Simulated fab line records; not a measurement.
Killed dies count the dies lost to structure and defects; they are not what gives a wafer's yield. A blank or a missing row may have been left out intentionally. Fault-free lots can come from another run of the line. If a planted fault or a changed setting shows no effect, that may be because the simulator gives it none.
Chamber matching ; flow n5Finfet ; N5_BEOL_M0_CMP_120 on cmp-03: 4 sister chambers
The step polishes, stops on SiOC, t overpolish 6.9 s. 22 wafers are shown with their chamber, then 11 later ones without.

WAFERS PAIRED WITH THEIR CHAMBERS
wafer;chamber;motorCurrentA (A);timeToEndpointS (s);overpolishRunS (s)
L076.1;3;6.3;63.3;6.890
L076.2;2;7.1;65.2;6.894
L076.4;1;6.8;62.3;6.897
L077.2;1;6.6;60.0;6.907
L077.4;0;5.8;59.7;6.896
L077.5;2;6.9;63.0;6.907
L078.3;2;6.9;65.8;6.911
L078.5;3;6.0;63.9;6.897
L078.6;0;5.7;62.9;6.915
L079.2;1;6.6;62.9;6.912
L079.3;0;5.8;59.8;6.908
L079.4;3;6.0;61.3;6.895
L080.1;3;6.4;60.5;6.902
L080.2;1;6.7;59.2;6.884
L080.4;2;6.8;64.0;6.910
L086.1;2;7.1;61.5;6.894
L086.2;3;6.5;68.3;6.899
L086.6;0;5.6;60.6;6.916
L088.1;1;6.6;59.2;6.895
L088.3;0;6.0;60.5;6.884
L088.4;2;6.9;61.2;6.889
L090.3;2;6.8;59.7;6.893

SIGNATURES, as means of the wafers listed above
reading;chamber 0;chamber 1;chamber 2;chamber 3;scatter within a chamber
motorCurrentA;5.780;6.660;6.929;6.240;0.154
timeToEndpointS;60.700;60.720;62.914;63.460;2.19
overpolishRunS;6.90380;6.89900;6.89971;6.89660;0.01
Rule: for a wafer and a chamber, the distance is found by dividing, reading by reading, the gap between the wafer's reading and the chamber's mean by the reading's scatter, squaring, summing and taking the root. If the next closest chamber is less than 2 further off than the closest, the wafer can't be placed; otherwise it belongs to the closest. How the scatter is found: for the shown wafers, subtract from each reading the mean of its chamber, square and add these, divide the total by (wafers less chambers), then take the root.

WAFERS WITHOUT THEIR CHAMBER
wafer;motorCurrentA (A);timeToEndpointS (s);overpolishRunS (s)
L090.4;5.9;59.4;6.901
L090.6;6.9;63.7;6.904
L094.2;6.7;62.7;6.899
L094.5;6.0;63.9;6.902
L094.6;5.9;61.8;6.899
L095.1;6.5;62.0;6.901
L095.4;5.7;63.6;6.897
L095.6;6.3;61.5;6.898
L096.1;6.8;64.1;6.902
L096.2;6.7;66.6;6.910
L096.4;6.0;66.4;6.901

WHICH CHAMBER EACH ONE RAN IN
wafer;from the rows above;in truth
L090.4;can't be placed: 0 or 3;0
L090.6;can't be placed: 2 or 1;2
L094.2;can't be placed: 1 or 2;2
L094.5;can't be placed: 3 or 0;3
L094.6;can't be placed: 0 or 3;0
L095.1;can't be placed: 1 or 3 or 2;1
L095.4;can't be placed: 0 or 3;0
L095.6;can't be placed: 3 or 1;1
L096.1;can't be placed: 2 or 1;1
L096.2;can't be placed: 2 or 1 or 3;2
L096.4;can't be placed: 3 or 0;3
Correctly placed: 0 of 11. Not placeable from these rows: 11 (in 11, the candidates include the true chamber). Placed wrongly: 0.
